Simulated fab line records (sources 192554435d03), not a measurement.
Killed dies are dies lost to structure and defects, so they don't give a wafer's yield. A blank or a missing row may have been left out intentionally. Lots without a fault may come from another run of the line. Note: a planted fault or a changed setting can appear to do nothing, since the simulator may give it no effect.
Which tool is to blame? ; flow n5-finfet ; Sampling: 24 lots, 72 wafers, 6 of 1938 route steps

WHAT THE GAUGES SHOWED, per wafer
The record lacks any reading of a measuring or inspecting step that a usual standard deviation could be used to judge.

EACH LOT AND THE TOOL THAT RAN IT (in order: tool; ch and the chambers of the sampled wafers; start)
lot;N5_BEOL_M15_STRIP_37;N5_BEOL_M15_SPUTTER_43;N5_MIM_TOP_SPUTTER_03;N5_MIM_TOP_LITHO_DESCUM_10;N5_PASSIVATION_AL_DEP_21;N5_PASSIVATION_AL_ETCH_33
L075;rie-diel-01 ch 0,1,2, day 13 08:41 or earlier;pvd-sputter-01, day 13 08:41;pvd-sputter-02, day 13 14:56;rie-diel-03 ch 1,2,3, day 13 15:25;pvd-sputter-03, day 13 19:16;rie-metal-01 ch 0,1, day 13 20:04
L074;rie-diel-04 ch 1,3, day 13 09:28 or earlier;pvd-sputter-02, day 13 09:28;pvd-sputter-02, day 13 15:34;rie-diel-03 ch 0,2,3, day 13 16:10;pvd-sputter-02, day 13 20:32;rie-metal-02 ch 0,1, day 13 21:33
L077;rie-diel-02 ch 0,1,3, day 14 03:49 or earlier;pvd-sputter-02, day 14 03:49;pvd-sputter-02, day 14 08:26;rie-diel-06 ch 2,3, day 14 08:55;pvd-sputter-01, day 14 13:46;rie-metal-01 ch 0,1, day 14 14:40
L078;rie-diel-04 ch 0,1,2, day 14 04:41 or earlier;pvd-sputter-02, day 14 04:41;pvd-sputter-02, day 14 10:49;rie-diel-03 ch 2,3, day 14 11:18;pvd-sputter-03, day 14 15:20;rie-metal-01 ch 0,1, day 14 16:14
L079;rie-diel-04 ch 2,3, day 14 05:02 or earlier;pvd-sputter-02, day 14 05:02;pvd-sputter-02, day 14 10:56;rie-diel-06 ch 2,3, day 14 11:32;pvd-sputter-02, day 14 16:42;rie-metal-02 ch 0, day 14 17:37
L082;rie-diel-01 ch 1,2,3, day 14 11:42 or earlier;pvd-sputter-02, day 14 11:42;pvd-sputter-01, day 14 16:24;rie-diel-03 ch 1,2, day 14 16:53;pvd-sputter-02, day 14 21:31;rie-metal-02 ch 0, day 14 22:25
L076;rie-diel-04 ch 0,1,2, day 14 12:44 or earlier;pvd-sputter-01, day 14 12:44;pvd-sputter-01, day 14 17:17;rie-diel-06 ch 1,3, day 14 17:53;pvd-sputter-01, day 14 22:07;rie-metal-03 ch 0,1, day 14 22:53
L081;rie-diel-04 ch 0,1,2, day 14 14:11 or earlier;pvd-sputter-03, day 14 14:11;pvd-sputter-03, day 14 18:22;rie-diel-03 ch 1,2,3, day 14 18:58;pvd-sputter-03, day 14 22:51;rie-metal-01 ch 0,1, day 14 23:37
L080;rie-diel-01 ch 2,3, day 14 18:51 or earlier;pvd-sputter-03, day 14 18:51;pvd-sputter-01, day 15 00:55;rie-diel-03 ch 1,2, day 15 01:40;pvd-sputter-01, day 15 05:16;rie-metal-01 ch 0,1, day 15 06:02
L083;rie-diel-04 ch 0,2,3, day 15 11:41 or earlier;pvd-sputter-02, day 15 11:41;pvd-sputter-03, day 15 16:31;rie-diel-03 ch 2,3, day 15 17:10;pvd-sputter-02, day 15 22:04;rie-metal-03 ch 0,1, day 15 22:50
L084;rie-diel-04 ch 1,2,3, day 15 16:52 or earlier;pvd-sputter-03, day 15 16:52;pvd-sputter-02, day 15 23:11;rie-diel-05 ch 1,3, day 15 23:47;pvd-sputter-03, day 16 03:34;rie-metal-03 ch 0,1, day 16 04:13
L085;rie-diel-04 ch 1,2,3, day 16 09:59 or earlier;pvd-sputter-01, day 16 09:59;pvd-sputter-03, day 16 15:17;rie-diel-06 ch 1,3, day 16 15:45;pvd-sputter-01, day 16 19:47;rie-metal-03 ch 0,1, day 16 20:26
L086;rie-diel-02 ch 1,3, day 16 16:13 or earlier;pvd-sputter-03, day 16 16:13;pvd-sputter-01, day 16 21:01;rie-diel-06 ch 0,1, day 16 21:38;pvd-sputter-02, day 17 04:30;rie-metal-03 ch 1, day 17 05:08
L087;rie-diel-04 ch 0,1,3, day 16 19:10 or earlier;pvd-sputter-01, day 16 19:10;pvd-sputter-01, day 16 22:47;rie-diel-06 ch 1,3, day 16 23:19;pvd-sputter-03, day 17 04:30;rie-metal-01 ch 0,1, day 17 05:18
L088;rie-diel-04 ch 1,2,3, day 17 15:18 or earlier;pvd-sputter-01, day 17 15:18;pvd-sputter-01, day 17 19:59;rie-diel-03 ch 1,2,3, day 17 20:59;pvd-sputter-02, day 18 03:00;rie-metal-03 ch 0,1, day 18 03:59
L089;rie-diel-02 ch 1,2, day 17 20:14 or earlier;pvd-sputter-02, day 17 20:14;pvd-sputter-01, day 18 03:09;rie-diel-03 ch 0,1,2, day 18 03:51;pvd-sputter-01, day 18 09:20;rie-metal-03 ch 0,1, day 18 10:06
L094;rie-diel-04 ch 0,1,2, day 18 16:09 or earlier;pvd-sputter-02, day 18 16:09;pvd-sputter-01, day 18 19:57;rie-diel-06 ch 0,2,3, day 18 20:41;pvd-sputter-01, day 19 00:33;rie-metal-01 ch 0,1, day 19 01:36
L090;rie-diel-01 ch 0,1,3, day 19 00:02 or earlier;pvd-sputter-03, day 19 00:02;pvd-sputter-02, day 19 06:32;rie-diel-05 ch 1,2, day 19 07:25;pvd-sputter-03, day 19 13:49;rie-metal-02 ch 0, day 19 14:28
L091;rie-diel-02 ch 0,2,3, day 19 07:42 or earlier;pvd-sputter-01, day 19 07:42;pvd-sputter-01, day 19 15:26;rie-diel-06 ch 0,1,3, day 19 15:55;pvd-sputter-01, day 19 22:34;rie-metal-02 ch 1, day 19 23:41
L093;rie-diel-04 ch 0,3, day 19 07:45 or earlier;pvd-sputter-03, day 19 07:45;pvd-sputter-01, day 19 15:40;rie-diel-05 ch 0,2,3, day 19 16:20;pvd-sputter-01, day 19 23:16;rie-metal-03 ch 0,1, day 20 00:02
L092;rie-diel-04 ch 0,1,3, day 19 12:57 or earlier;pvd-sputter-03, day 19 12:57;pvd-sputter-03, day 19 16:55;rie-diel-06 ch 0,2,3, day 19 17:31;pvd-sputter-03, day 20 00:13;rie-metal-02 ch 0,1, day 20 01:05
L097;rie-diel-02 ch 0,3, day 19 18:06 or earlier;pvd-sputter-02, day 19 18:06;pvd-sputter-02, day 19 23:05;rie-diel-03 ch 0,1, day 19 23:42;pvd-sputter-03, day 20 03:25;rie-metal-01 ch 0,1, day 20 04:16
L095;rie-diel-04 ch 1,2,3, day 19 18:11 or earlier;pvd-sputter-03, day 19 18:11;pvd-sputter-02, day 19 23:15;rie-diel-05 ch 0,3, day 19 23:51;pvd-sputter-01, day 20 03:20;rie-metal-03 ch 0,1, day 20 04:07
L096;rie-diel-04 ch 0,3, day 20 06:53 or earlier;pvd-sputter-02, day 20 06:53;pvd-sputter-01, day 20 12:07;rie-diel-05 ch 1,2, day 20 12:44;pvd-sputter-03, day 20 16:59;rie-metal-03 ch 0,1, day 20 17:56
- N5_BEOL_M15_STRIP_37: strips in O2.
- N5_BEOL_M15_SPUTTER_43: material TaN, target thk 15 nm, time 24.19 s.
- N5_MIM_TOP_SPUTTER_03: material TiN, target thk 35 nm, time 89.7 s.
- N5_MIM_TOP_LITHO_DESCUM_10: chemistry O2, time 7.9 s.
- N5_PASSIVATION_AL_DEP_21: deposits Al, target thk 2800 nm, time 170 s.
- N5_PASSIVATION_AL_ETCH_33: etches Al in Cl2/BCl3, stops on TaN, target depth 2800 nm, time 466.7 s.

AS READ BY THE TOOLS THEMSELVES (means over the sampled wafers that have a number; for cases with no such wafer, the mark the record gives instead)
N5_BEOL_M15_STRIP_37. Usual: drypump-motor-current-A 5.6 A, standard deviation 0.44; oes-product-au 0.80 a.u., standard deviation 0.095; rf-vpp-V 3.6 V, standard deviation 0.67; showerhead-plenum-p-Torr 2.14 Torr, standard deviation 0.057; throttle-valve-pct 16.64 %, standard deviation 0.18.
lot;tool;drypump-motor-current-A (A);oes-product-au (a.u.);rf-vpp-V (V);showerhead-plenum-p-Torr (Torr);throttle-valve-pct (%);flag
L075;rie-diel-01;5.3;0.81;3.0;2.14;16.67;
L074;rie-diel-04;5.9;0.86;3.7;2.19;16.48;
L077;rie-diel-02;5.2;0.72;3.8;2.17;16.65;
L078;rie-diel-04;5.9;0.84;3.5;2.14;16.63;
L079;rie-diel-04;5.6;0.71;4.5;2.08;16.71;
L082;rie-diel-01;5.1;0.79;4.0;2.13;16.72;
L076;rie-diel-04;5.9;0.83;3.4;2.14;16.63;
L081;rie-diel-04;5.9;0.84;3.9;2.14;16.63;
L080;rie-diel-01;4.9;0.72;3.6;2.11;16.84;
L083;rie-diel-04;5.7;0.75;3.4;2.10;16.72;
L084;rie-diel-04;5.8;0.76;3.3;2.13;16.65;
L085;rie-diel-04;5.7;0.76;3.7;2.13;16.65;
L086;rie-diel-02;5.3;0.75;3.7;2.18;16.51;
L087;rie-diel-04;6.0;0.83;3.2;2.15;16.59;
L088;rie-diel-04;5.8;0.85;2.7;2.12;16.52;
L089;rie-diel-02;5.0;0.73;3.6;2.18;16.78;
L094;rie-diel-04;5.9;0.89;3.4;2.13;16.52;
L090;rie-diel-01;5.3;0.75;3.1;2.15;16.64;
L091;rie-diel-02;5.2;0.80;4.0;2.17;16.72;
L093;rie-diel-04;5.8;0.75;3.8;2.10;16.70;
L092;rie-diel-04;5.9;0.80;4.1;2.14;16.64;
L097;rie-diel-02;5.3;0.81;4.1;2.17;16.52;
L095;rie-diel-04;5.8;0.81;4.4;2.12;16.55;
L096;rie-diel-04;5.8;0.74;3.2;2.10;16.73;

N5_BEOL_M15_SPUTTER_43. Usual: 30.2 % for throttle-valve-pct, sd 1.4.
lot;tool;throttle-valve-pct (%);flag
L075;pvd-sputter-01;31.9;
L074;pvd-sputter-02;30.6;
L077;pvd-sputter-02;30.5;
L078;pvd-sputter-02;29.3;
L079;pvd-sputter-02;29.2;
L082;pvd-sputter-02;29.4;
L076;pvd-sputter-01;28.8;
L081;pvd-sputter-03;31.4;
L080;pvd-sputter-03;30.4;
L083;pvd-sputter-02;30.3;
L084;pvd-sputter-03;31.0;
L085;pvd-sputter-01;30.4;
L086;pvd-sputter-03;30.3;
L087;pvd-sputter-01;28.7;
L088;pvd-sputter-01;30.7;
L089;pvd-sputter-02;29.2;
L094;pvd-sputter-02;30.5;
L090;pvd-sputter-03;29.7;
L091;pvd-sputter-01;30.7;
L093;pvd-sputter-03;31.1;
L092;pvd-sputter-03;31.1;
L097;pvd-sputter-02;31.5;
L095;pvd-sputter-03;30.3;
L096;pvd-sputter-02;29.4;

N5_MIM_TOP_SPUTTER_03. Usual: 30.3 % for throttle-valve-pct, sd 1.5.
lot;tool;throttle-valve-pct (%);flag
L075;pvd-sputter-02;30.4;
L074;pvd-sputter-02;30.4;
L077;pvd-sputter-02;30.3;
L078;pvd-sputter-02;30.5;
L079;pvd-sputter-02;31.4;
L082;pvd-sputter-01;30.2;
L076;pvd-sputter-01;30.7;
L081;pvd-sputter-03;30.6;
L080;pvd-sputter-01;29.1;
L083;pvd-sputter-03;31.0;
L084;pvd-sputter-02;30.4;
L085;pvd-sputter-03;30.1;
L086;pvd-sputter-01;29.1;
L087;pvd-sputter-01;31.7;
L088;pvd-sputter-01;30.1;
L089;pvd-sputter-01;30.2;
L094;pvd-sputter-01;29.2;
L090;pvd-sputter-02;29.2;
L091;pvd-sputter-01;30.3;
L093;pvd-sputter-01;29.6;
L092;pvd-sputter-03;29.9;
L097;pvd-sputter-02;30.5;
L095;pvd-sputter-02;31.3;
L096;pvd-sputter-01;29.0;

N5_MIM_TOP_LITHO_DESCUM_10. Usual: drypump-motor-current-A 5.50 A, standard deviation 0.21; oes-product-au 0.78 a.u., standard deviation 0.085; rf-vpp-V 243.0 V, standard deviation 1.4; showerhead-plenum-p-Torr 2.08 Torr, standard deviation 0.079; throttle-valve-pct 20.40 %, standard deviation 0.26.
lot;tool;drypump-motor-current-A (A);oes-product-au (a.u.);rf-vpp-V (V);showerhead-plenum-p-Torr (Torr);throttle-valve-pct (%);flag
L075;rie-diel-03;5.43;0.78;242.6;2.04;20.41;
L074;rie-diel-03;5.43;0.75;242.4;2.03;20.55;
L077;rie-diel-06;5.29;0.73;243.6;2.08;20.52;
L078;rie-diel-03;5.41;0.78;242.6;2.04;20.66;
L079;rie-diel-06;5.30;0.71;243.0;2.08;20.38;
L082;rie-diel-03;5.54;0.74;241.8;1.97;20.32;
L076;rie-diel-06;5.68;0.75;243.1;2.09;20.23;
L081;rie-diel-03;5.45;0.77;242.5;2.04;20.43;
L080;rie-diel-03;5.48;0.78;241.8;2.03;20.20;
L083;rie-diel-03;5.38;0.77;242.3;2.04;20.67;
L084;rie-diel-05;5.57;0.85;243.6;2.13;20.44;
L085;rie-diel-06;5.49;0.74;243.0;2.08;20.45;
L086;rie-diel-06;5.65;0.89;244.7;2.18;20.25;
L087;rie-diel-06;5.52;0.73;243.3;2.08;20.45;
L088;rie-diel-03;5.45;0.76;242.5;2.03;20.46;
L089;rie-diel-03;5.49;0.73;242.8;2.02;20.36;
L094;rie-diel-06;5.39;0.86;243.8;2.12;20.35;
L090;rie-diel-05;5.63;0.85;243.3;2.10;20.34;
L091;rie-diel-06;5.58;0.78;243.7;2.12;20.39;
L093;rie-diel-05;5.55;0.91;243.3;2.10;20.31;
L092;rie-diel-06;5.38;0.86;243.2;2.11;20.36;
L097;rie-diel-03;5.45;0.75;243.8;2.08;20.26;
L095;rie-diel-05;5.28;0.92;243.7;2.13;20.46;
L096;rie-diel-05;5.77;0.86;243.3;2.07;20.21;

N5_PASSIVATION_AL_DEP_21. Usual: 30.3 % for throttle-valve-pct, sd 1.5.
lot;tool;throttle-valve-pct (%);flag
L075;pvd-sputter-03;31.1;
L074;pvd-sputter-02;30.2;
L077;pvd-sputter-01;28.7;
L078;pvd-sputter-03;31.5;
L079;pvd-sputter-02;30.5;
L082;pvd-sputter-02;30.3;
L076;pvd-sputter-01;28.7;
L081;pvd-sputter-03;31.3;
L080;pvd-sputter-01;30.3;
L083;pvd-sputter-02;30.2;
L084;pvd-sputter-03;30.9;
L085;pvd-sputter-01;29.1;
L086;pvd-sputter-02;29.6;
L087;pvd-sputter-03;29.7;
L088;pvd-sputter-02;30.6;
L089;pvd-sputter-01;30.4;
L094;pvd-sputter-01;30.2;
L090;pvd-sputter-03;31.6;
L091;pvd-sputter-01;29.2;
L093;pvd-sputter-01;30.2;
L092;pvd-sputter-03;31.4;
L097;pvd-sputter-03;30.1;
L095;pvd-sputter-01;29.2;
L096;pvd-sputter-03;30.6;

N5_PASSIVATION_AL_ETCH_33. Usual: drypump-motor-current-A 5.5 A, standard deviation 0.44; oes-product-au 0.73 a.u., standard deviation 0.063; throttle-valve-pct 34.18 %, standard deviation 0.19.
lot;tool;drypump-motor-current-A (A);oes-product-au (a.u.);throttle-valve-pct (%);flag
L075;rie-metal-01;5.0;0.78;34.06;
L074;rie-metal-02;5.3;0.63;34.05;
L077;rie-metal-01;5.0;0.77;34.08;
L078;rie-metal-01;5.0;0.75;34.11;
L079;rie-metal-02;6.1;0.73;34.26;
L082;rie-metal-02;6.1;0.72;34.26;
L076;rie-metal-03;5.8;0.79;34.09;
L081;rie-metal-01;5.0;0.73;34.14;
L080;rie-metal-01;5.0;0.73;34.14;
L083;rie-metal-03;5.7;0.78;34.12;
L084;rie-metal-03;5.6;0.72;34.30;
L085;rie-metal-03;5.8;0.77;34.08;
L086;rie-metal-03;5.4;0.66;34.48;
L087;rie-metal-01;5.0;0.72;34.12;
L088;rie-metal-03;5.6;0.70;34.32;
L089;rie-metal-03;5.6;0.70;34.33;
L094;rie-metal-01;5.0;0.73;34.11;
L090;rie-metal-02;6.1;0.70;34.27;
L091;rie-metal-02;5.0;0.84;34.08;
L093;rie-metal-03;5.8;0.74;34.13;
L092;rie-metal-02;5.4;0.78;34.17;
L097;rie-metal-01;5.0;0.70;34.16;
L095;rie-metal-03;5.8;0.74;34.12;
L096;rie-metal-03;5.6;0.68;34.33;

THE ANSWER, worked out from the rows above alone
Rule: a lot counts as off when the mean over its wafers that have a number is more than 3 standard deviations away from the usual mean. Also off: a lot with no number at a reading for which 4 or more lots have one. All remaining lots with rows at the step are treated as sound. The gauges are gone through in route order, then the tools' own readings, and for those a lot's mean is taken as printed above. The first step at which some lot is off is used, and at that step the reading that is off furthest; a lot without a number counts as furthest.
Nothing can be told from this: no lot is off at any reading shown.

WHAT THE SIMULATOR HAD PUT IN
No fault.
